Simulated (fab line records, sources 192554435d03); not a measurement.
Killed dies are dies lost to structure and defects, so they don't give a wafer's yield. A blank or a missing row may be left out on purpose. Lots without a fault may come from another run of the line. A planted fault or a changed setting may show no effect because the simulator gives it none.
fab line records | flow n5_finfet | part 2 of 2: steps 24 to 32 of 32
record lots=5 wafers=15 last_day=18
route steps=1938 shown BEOL_M8@1372 BEOL_M9@1401
lots that met no fault: from a run of the same line without faults
start_h: hours from the record's first day to the start of the lot's first wafer shown | wait_h: hours since the lot's step before | " the same as in the row above | L1.1+2: a row that stands for several wafers | - no value, or no start given | * or withheld: withheld | < > ~ a bound
route shown NAME@n: a module of which the file shows steps, and the number in the route of the first | usual: mean/standard deviation of fault-free wafers | same: alike in all rows | chamber/n: place in a boat | sites: the reading at each site | _std_site: their standard deviation | _edge_site: outer sites' mean less inner sites' | radius_mm: how far each site lies from the wafer's centre | mask NAME#n: copy n | behind: the tool/chamber that last shaped the wafer | hold: why the lot was held/for how many hours/how that ended | device: the transistor (n, p or np) that didn't switch | end of line: the same wafers' tests at the end of the route | a step without rows: its recipe alone | killed: dies lost to structure and defects at the first sort, not the wafer's yield | map: a wafer's dies, x killed, . not, _ none there
set.NAME: the setting as run; set.NAME@STEP: as run at that earlier step | model.NAME: the simulator's own value behind a step, which no gauge read
lots at some steps of the route; a table a step, a row a wafer
services: from which hour (start_h, from the record's first day; less than 0 if before it) a tool's chamber was out of use, for how many hours, and why
## steps
# step N5_BEOL_M8_CMP_52
# recipe stop_on=SiCOH_lowk t_overpolish_s=6.9 down_force_psi=1 platen_rpm=50 clearing_platen_down_force_psi=1.5 clearing_platen_rpm=50 post_cmp_clean=cu_alkaline target_thk_nm=80 clearing_platen_pad_velocity_m_s=0.99484 pad_velocity_m_s=0.99484
# usual barrier_field_endpoint_s=28.8/0.87 head_pressure_psi=1.0004/0.0023 motor_current_A=6.2/0.67 overpolish_run_s=6.900/0.0086 platen_rpm=50.00/0.032 time_to_endpoint_s=61/4.2
# columns lot.wafer tool chamber start_h wait_h barrier_field_endpoint_s head_pressure_psi motor_current_A overpolish_run_s platen_rpm time_to_endpoint_s
L074.1 cmp-04 3 216.84 0.3 28.2 0.9964 5.7 6.902 50.00 60
L074.4 " 0 " " 28.6 0.9984 6.0 6.891 50.00 62
L074.6 " 0 " " 29.6 1.0007 6.0 6.892 49.99 66
L075.1 cmp-04 2 218.32 0.3 28.8 0.9959 6.5 6.903 50.01 62
L075.2 " 0 " " 28.9 0.9992 5.8 6.916 50.00 63
L075.5 " 2 " " 29.5 0.9934 6.3 6.899 50.00 63
L088.3 cmp-01 2 324.21 0.3 27.6 1.0000 6.7 6.909 50.01 60
L088.5 " 3 " " 29.0 0.9985 6.5 6.913 49.99 62
L088.6 " 0 " " 30.3 1.0000 5.8 6.895 50.01 68
L091.4 cmp-04 0 338.60 0.2 27.6 1.0000 6.0 6.898 49.99 57
L091.2 " 1 " " 28.0 1.0036 6.4 6.894 49.99 56
L091.5 " 2 " " 28.4 0.9990 6.5 6.901 50.09 56
L095.2 cmp-04 1 373.00 0.2 28.9 1.0016 6.3 6.894 50.03 59
L095.4 " 2 " " 28.7 0.9982 6.4 6.894 50.05 55
L095.3 " 3 " " 28.0 0.9997 5.8 6.893 49.98 54
# step N5_BEOL_M8_THK_MEAS_53
# recipe thk_meas_gauge=xrf reads=Cu_of_BEOL_M8_ECD_50
# usual M8_THK=79.2/2.3
# columns lot.wafer tool chamber start_h wait_h M8_THK[nm]
L074.1 film_metro-02 - 217.13 - 71.1
L074.4 " - " " 83.1
L074.6 " - " " 80.3
L075.1 film_metro-02 - 218.57 - 77.3
L075.2 " - " " 78.3
L075.5 " - " " 78.3
L088.3 film_metro-01 - 324.40 - 75.5
L088.5 " - " " 76.9
L088.6 " - " " 76.6
L091.2 film_metro-01 - 338.82 - 76.3
L091.4 " - " " 78.8
L091.5 " - " " 81.2
L095.2 film_metro-02 - 373.26 - 78.0
L095.3 " - " " 78.0
L095.4 " - " " 79.0
# step N5_BEOL_M8_PRE_CLEAN_55
# recipe gas=NH3 time_s=15 temp_c=withheld rf_power_w=300
# columns lot.wafer tool chamber start_h wait_h
L074.1+4+6 pecvd-04 1,2,1 217.18 0.0
L075.1+2+5 pecvd-04 2,1,2 218.61 0.0
L088.3+5+6 pecvd-04 0,2,0 324.43 0.0
L091.2+4+5 pecvd-02 1,0,2 338.86 0.0
L095.2+3+4 pecvd-04 0,1,1 373.30 0.0
# step N5_BEOL_M8_DEP_56
# recipe material=SiCN target_thk_a=100 temp_c=withheld precursor=3MS/NH3 pressure_torr=3 rf_w=202 time_s=17.5
# usual showerhead_plenum_p_Torr=3.667/0.013 throttle_valve_pct=9.3/0.52
# columns lot.wafer tool chamber start_h wait_h showerhead_plenum_p_Torr throttle_valve_pct
L074.1 pecvd-04 1 217.21 0.0 3.680 9.7
L074.4 " 2 " " 3.655 8.1
L074.6 " 1 " " 3.685 10.2
L075.1 pecvd-04 2 218.64 0.0 3.649 8.2
L075.2 " 1 " " 3.689 9.8
L075.5 " 2 " " 3.644 8.6
L088.3 pecvd-04 0 324.46 0.0 3.635 8.9
L088.5 " 2 " " 3.648 8.3
L088.6 " 0 " " 3.646 8.7
L091.2 pecvd-02 1 338.88 0.0 3.672 9.7
L091.4 " 0 " " 3.672 9.3
L091.5 " 2 " " 3.668 9.0
L095.2 pecvd-04 0 373.32 0.0 3.644 9.1
L095.3 " 1 " " 3.675 9.9
L095.4 " 1 " " 3.681 9.8
# step N5_BEOL_M8_RS_MEAS_57
# recipe thk_meas_gauge=four-point-probe reads=Cu_of_BEOL_M8_ECD_50+Co_of_BEOL_M8_CVD_78+TaN_of_BEOL_M8_ALD_77
# usual M8_RS=0.285/0.009
# columns lot.wafer tool chamber start_h wait_h M8_RS[ohm/sq]
L074.1 film_metro-01 - 217.27 0.1 0.323
L074.4 " - " " 0.268
L074.6 " - " " 0.279
L075.1 film_metro-02 - 218.70 0.1 0.292
L075.2 " - " " 0.288
L075.5 " - " " 0.291
L088.3 film_metro-01 - 324.53 0.1 0.297
L088.5 " - " " 0.291
L088.6 " - " " 0.295
L091.2 film_metro-01 - 338.95 0.1 0.297
L091.4 " - " " 0.286
L091.5 " - " " 0.276
L095.2 film_metro-02 - 373.39 0.1 0.287
L095.3 " - " " 0.289
L095.4 " - " " 0.285
# step N5_BEOL_M8_INSPECT_58
# recipe inspect_instrument=darkfield mode=post_dep
# usual raw_defect_count=75/22
# columns lot.wafer tool chamber start_h wait_h raw_defect_count
L074.1 defect_inspect-02 - 217.30 0.0 48
L074.4 " - " " 50
L074.6 " - " " 99
L075.1 defect_inspect-02 - 218.73 0.0 80
L075.2 " - " " 67
L075.5 " - " " 49
L088.3 defect_inspect-02 - 324.55 0.0 72
L088.5 " - " " 80
L088.6 " - " " 54
L091.2 defect_inspect-01 - 338.98 0.0 100
L091.4 " - " " 70
L091.5 " - " " 82
L095.2 defect_inspect-02 - 373.42 0.0 81
L095.3 " - " " 49
L095.4 " - " " 47
# step N5_BEOL_M9_ILD_DEP_00
# recipe material=SiCOH_lowk target_thk_a=3085.1 temp_c=300 precursor=DEMS/porogen pressure_torr=5 rf_w=500 time_s=58
# usual heater_power_w=315/53 showerhead_plenum_p_Torr=5.743/0.017 throttle_valve_pct=13.9/0.68
# columns lot.wafer tool chamber start_h wait_h heater_power_w showerhead_plenum_p_Torr throttle_valve_pct
L074.1 pecvd-04 1 217.34 0.0 298 5.749 14.9
L074.4 " 1 " " 312 5.758 15.3
L074.6 " 2 " " 388 5.720 12.9
L075.1 pecvd-03 2 218.77 0.0 303 5.735 13.3
L075.2 " 0 " " 300 5.753 14.1
L075.5 " 0 " " 225 5.767 14.2
L088.3 pecvd-04 1 324.59 0.0 309 5.749 15.2
L088.5 " 2 " " 408 5.713 12.7
L088.6 " 0 " " 360 5.723 13.4
L091.2 pecvd-03 1 339.01 0.0 218 5.762 13.9
L091.4 " 0 " " 297 5.764 13.9
L091.5 " 1 " " 233 5.752 14.0
L095.2 pecvd-02 2 373.45 0.0 297 5.748 13.3
L095.3 " 0 " " 309 5.769 13.9
L095.4 " 2 " " 294 5.746 13.4
# step N5_BEOL_M9_CURE_71
# recipe temp_c=385 time_s=240 ambient=He/Ar material=SiCOH_lowk
# usual lamp_power_pct=52.31/0.055 wafer_temp_C_max=387.2/0.68
# columns lot.wafer tool chamber start_h wait_h lamp_power_pct wafer_temp_C_max
L074.1 uv_cure-02 2 217.42 0.0 52.26 388.2
L074.4 " 2 " " 52.35 388.9
L074.6 " 2 " " 52.38 388.3
L075.1 uv_cure-02 1 218.84 0.0 52.35 387.1
L075.2 " 1 " " 52.27 387.3
L075.5 " 1 " " 52.33 388.1
L088.3 uv_cure-01 1 324.83 0.2 52.22 386.3
L088.5 " 1 " " 52.30 386.6
L088.6 " 1 " " 52.31 387.3
L091.2 uv_cure-03 2 339.17 0.1 52.34 387.9
L091.4 " 2 " " 52.32 387.4
L091.5 " 2 " " 52.28 387.6
L095.2 uv_cure-02 1 373.61 0.1 52.35 387.3
L095.3 " 1 " " 52.31 388.0
L095.4 " 1 " " 52.35 387.1
# step N5_BEOL_M9_THK_MEAS_01
# recipe reads=SiCOH_lowk_of_BEOL_M9_ILD_DEP_00
# usual M9_ILD_THK=269/4.6
# columns lot.wafer tool chamber start_h wait_h M9_ILD_THK[nm]
L074.1 film_metro-01 - 217.93 0.4 265
L074.4 " - " " 270
L074.6 " - " " 268
L075.1 film_metro-01 - 219.36 0.4 272
L075.2 " - " " 269
L075.5 " - " " 272
L088.3 film_metro-01 - 325.18 0.3 269
L088.5 " - " " 271
L088.6 " - " " 263
L091.2 film_metro-01 - 339.60 0.4 264
L091.4 " - " " 272
L091.5 " - " " 267
L095.2 film_metro-02 - 374.04 0.4 265
L095.3 " - " " 267
L095.4 " - " " 267
## services
# columns tool chamber start_h hours kind
cvd_co-02 - 193.08 4.3 pm
pecvd-02 2 196.28 4.4 repair
uv_cure-02 - 199.83 6.7 repair
rie_diel-03 0 201.11 2.7 repair
ald_metal-01 - 209.19 8.7 pm
cmp-04 - 214.01 0.5 repair
uv_cure-01 - 217.17 13.8 repair
cmp-04 - 222.93 2.0 repair
ecd_cu-01 - 238.65 1.8 repair
pecvd-02 - 243.26 0.3 repair
rie_diel-04 2 244.17 16.4 repair
ecd_cu-01 - 245.44 1.3 repair
ald_metal-01 - 249.05 6.0 pm
ald_metal-01 2 260.46 27.8 repair
pecvd-04 2 262.03 15.0 repair
ald_metal-01 3 266.27 24.0 repair
pecvd-04 - 269.34 2.8 pm
cmp-04 - 274.33 6.9 pm
rie_diel-02 1 286.15 11.8 repair
wet_bench-03 - 297.92 1.9 pm
rie_diel-02 3 333.88 28.2 repair
uv_cure-01 - 352.35 2.4 repair
rie_diel-03 1 359.08 5.1 repair
pecvd-04 - 363.16 6.0 pm
